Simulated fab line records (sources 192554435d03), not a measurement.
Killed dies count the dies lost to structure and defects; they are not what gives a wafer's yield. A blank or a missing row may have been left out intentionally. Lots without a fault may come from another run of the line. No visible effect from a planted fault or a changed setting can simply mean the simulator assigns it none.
Which tool did it? ; flow n5_finfet ; 24 lots with 72 wafers sampled at 4 steps, on a route of 1938 steps

WHAT THE GAUGES READ, wafer by wafer
N5_BEOL_M3_RS_MEAS_58: the measuring method here is four-point-probe. Usual: M3_RS gives 0.65 ohm/sq (standard deviation 0.035).
lot;measured;on;M3_RS (ohm/sq);flag
L074;day 7 07:35;film_metro-01;0.64 0.67 0.60;
L075;day 7 20:29;film_metro-02;0.64 0.68 0.66;
L076;day 8 15:55;film_metro-01;0.66 0.69 0.62;
L077;day 8 19:15;film_metro-01;0.67 0.66 0.62;
L080;day 8 20:10;film_metro-02;0.60 0.61 0.60;
L078;day 8 21:10;film_metro-01;0.66 0.63 0.59;
L079;day 9 02:06;film_metro-01;0.68 0.68 0.68;
L081;day 9 04:08;film_metro-01;0.70 0.63 0.59;
L083;day 9 07:49;film_metro-02;0.67 0.72 0.65;
L082;day 9 08:16;film_metro-01;0.77 0.71 0.70;
L084;day 10 01:10;film_metro-01;0.70 0.63 0.64;
L085;day 10 06:52;film_metro-01;0.69 0.68 0.65;
L086;day 10 21:58;film_metro-02;0.66 0.65 0.63;
L087;day 10 23:03;film_metro-02;0.62 0.62 0.60;
L088;day 11 00:40;film_metro-02;0.72 0.67 0.65;
L089;day 11 06:43;film_metro-01;0.70 0.69 0.63;
L091;day 11 13:12;film_metro-02;0.65 0.65 0.63;
L090;day 11 14:29;film_metro-02;0.70 0.73 0.67;
L092;day 11 22:44;film_metro-01;0.63 0.66 0.61;
L093;day 12 15:14;film_metro-02;0.68 0.67 0.63;
L095;day 12 19:53;film_metro-01;0.72 0.66 0.67;
L094;day 13 06:34;film_metro-02;0.67 0.63 0.64;
L096;day 13 07:22;film_metro-02;0.63 0.68 0.65;
L097;day 13 10:11;film_metro-01;0.64 0.64 0.64;

N5_BEOL_M4_INSPECT_13: inspects for defects (brightfield). Usual: raw_defect_count reads 362 (standard deviation 97).
lot;measured;on;raw_defect_count;flag
L074;day 7 09:07;defect_inspect-01;377 247 211;
L075;day 7 21:35;defect_inspect-01;316 181 342;
L076;day 8 17:36;defect_inspect-02;598 574 456;
L077;day 8 20:37;defect_inspect-02;518 286 449;
L080;day 8 21:13;defect_inspect-02;366 454 460;
L078;day 8 21:52;defect_inspect-02;355 409 456;
L079;day 9 03:01;defect_inspect-01;375 358 386;
L081;day 9 04:58;defect_inspect-01;446 457 406;
L083;day 9 09:02;defect_inspect-01;305 189 280;
L082;day 9 09:17;defect_inspect-01;251 316 333;
L084;day 10 02:20;defect_inspect-02;464 484 563;
L085;day 10 08:59;defect_inspect-02;374 408 353;
L086;day 11 01:07;defect_inspect-01;173 317 277;
L087;day 11 01:16;defect_inspect-01;304 351 347;
L088;day 11 02:36;defect_inspect-01;294 359 441;
L089;day 11 07:49;defect_inspect-01;226 303 353;
L091;day 11 14:45;defect_inspect-02;434 538 367;
L090;day 11 15:14;defect_inspect-01;356 304 480;
L092;day 11 23:39;defect_inspect-01;366 240 325;
L093;day 12 16:25;defect_inspect-01;234 183 265;
L095;day 12 21:23;defect_inspect-01;295 372 322;
L094;day 13 07:43;defect_inspect-02;413 481 403;
L096;day 13 09:39;defect_inspect-01;354 338 292;
L097;day 13 11:28;defect_inspect-01;470 317 461;

EACH LOT AND THE TOOL THAT RAN IT (in order: tool; ch and the chambers of the sampled wafers; start)
lot;N5_BEOL_M3_SPUTTER_81;N5_BEOL_M3_CO_CAP_55
L074;pvd_sputter-02, day 7 05:12;cvd_co-01 ch 0,1, day 7 07:24
L075;pvd_sputter-01, day 7 18:02;cvd_co-01 ch 0,1,2, day 7 20:17
L076;pvd_sputter-02, day 8 13:32;cvd_co-02 ch 0,1,2, day 8 15:43
L077;pvd_sputter-01, day 8 16:53;cvd_co-02 ch 0,1, day 8 19:04
L080;pvd_sputter-02, day 8 17:48;cvd_co-02 ch 0,1,2, day 8 19:59
L078;pvd_sputter-01, day 8 18:44;cvd_co-01 ch 0,2, day 8 20:59
L079;pvd_sputter-03, day 8 23:44;cvd_co-01 ch 0,1,2, day 9 01:55
L081;pvd_sputter-03, day 9 01:46;cvd_co-01 ch 0,1,2, day 9 03:57
L083;pvd_sputter-01, day 9 05:27;cvd_co-02 ch 0,1,2, day 9 07:38
L082;pvd_sputter-03, day 9 05:36;cvd_co-01 ch 1,2, day 9 08:05
L084;pvd_sputter-02, day 9 22:37;cvd_co-01 ch 1,2, day 10 00:50
L085;pvd_sputter-02, day 10 04:26;cvd_co-01 ch 0,2, day 10 06:39
L086;pvd_sputter-02, day 10 19:32;cvd_co-01 ch 0,1,2, day 10 21:46
L087;pvd_sputter-01, day 10 20:41;cvd_co-01 ch 0,1, day 10 22:52
L088;pvd_sputter-03, day 10 22:18;cvd_co-01 ch 0,1,2, day 11 00:29
L089;pvd_sputter-03, day 11 04:13;cvd_co-01 ch 0,1,2, day 11 06:31
L091;pvd_sputter-02, day 11 10:39;cvd_co-01 ch 0,1,2, day 11 13:03
L090;pvd_sputter-03, day 11 12:07;cvd_co-02 ch 1,2, day 11 14:19
L092;pvd_sputter-02, day 11 20:22;cvd_co-02 ch 0,1, day 11 22:33
L093;pvd_sputter-03, day 12 12:52;cvd_co-02 ch 0,2, day 12 15:03
L095;pvd_sputter-01, day 12 17:22;cvd_co-02 ch 1,2, day 12 19:41
L094;pvd_sputter-03, day 13 04:05;cvd_co-02 ch 0,1, day 13 06:21
L096;pvd_sputter-01, day 13 04:56;cvd_co-02 ch 1,2, day 13 07:08
L097;pvd_sputter-03, day 13 07:39;cvd_co-02 ch 0,1,2, day 13 09:58
- N5_BEOL_M3_SPUTTER_81: material Cu, target thk 4.5 nm, time 8.29 s.
- N5_BEOL_M3_CO_CAP_55: material Co, precursor CCTBA/H2, target thk 2 nm, time 102.1 s.

WHAT THE TOOLS THEMSELVES READ (means of the sampled wafers that have a number; where no wafer has one, the mark that the record gives instead)
N5_BEOL_M3_SPUTTER_81. Usual: chuck_sensor_temp_C -16.3 C, standard deviation 0.42; throttle_valve_pct 30.0 %, standard deviation 1.4.
lot;tool;chuck_sensor_temp_C (C);throttle_valve_pct (%);flag
L074;pvd_sputter-02;-15.9;29.8;
L075;pvd_sputter-01;-16.0;30.1;
L076;pvd_sputter-02;-16.2;30.9;
L077;pvd_sputter-01;-16.0;29.7;
L080;pvd_sputter-02;-16.0;29.5;
L078;pvd_sputter-01;-15.9;30.2;
L079;pvd_sputter-03;-16.2;29.3;
L081;pvd_sputter-03;-16.9;31.0;
L083;pvd_sputter-01;-15.9;29.9;
L082;pvd_sputter-03;-16.9;31.2;
L084;pvd_sputter-02;-16.4;32.2;
L085;pvd_sputter-02;-16.2;31.3;
L086;pvd_sputter-02;-16.3;30.8;
L087;pvd_sputter-01;-16.3;29.7;
L088;pvd_sputter-03;-16.5;29.4;
L089;pvd_sputter-03;-16.5;29.2;
L091;pvd_sputter-02;-16.3;31.2;
L090;pvd_sputter-03;-16.9;29.0;
L092;pvd_sputter-02;-16.0;30.2;
L093;pvd_sputter-03;-16.5;29.4;
L095;pvd_sputter-01;-15.9;29.8;
L094;pvd_sputter-03;-16.5;28.0;
L096;pvd_sputter-01;-16.0;30.0;
L097;pvd_sputter-03;-16.9;29.9;

N5_BEOL_M3_CO_CAP_55. Usual: heater_power_w reads 233 W (standard deviation 22).
lot;tool;heater_power_w (W);flag
L074;cvd_co-01;246;
L075;cvd_co-01;229;
L076;cvd_co-02;233;
L077;cvd_co-02;247;
L080;cvd_co-02;238;
L078;cvd_co-01;217;
L079;cvd_co-01;230;
L081;cvd_co-01;229;
L083;cvd_co-02;240;
L082;cvd_co-01;210;
L084;cvd_co-01;207;
L085;cvd_co-01;237;
L086;cvd_co-01;233;
L087;cvd_co-01;253;
L088;cvd_co-01;233;
L089;cvd_co-01;230;
L091;cvd_co-01;234;
L090;cvd_co-02;230;
L092;cvd_co-02;238;
L093;cvd_co-02;233;
L095;cvd_co-02;233;
L094;cvd_co-02;247;
L096;cvd_co-02;243;
L097;cvd_co-02;242;

THE ANSWER, worked out from the rows above alone
Rule: a lot is off if the mean of its wafers that have a number lies more than 3 standard deviations from the usual mean. Also off: a lot with no number at a reading for which 4 or more lots have one. All remaining lots with rows at the step are treated as sound. First the gauges in route order, then the tools' own readings, where a lot's mean is used as printed above. The first step at which some lot is off is used, and at that step the reading that is off furthest; a lot without a number counts as furthest.
No lot is off on any of the readings shown, so nothing can be concluded from this.

WHAT WAS PUT IN BY THE SIMULATOR
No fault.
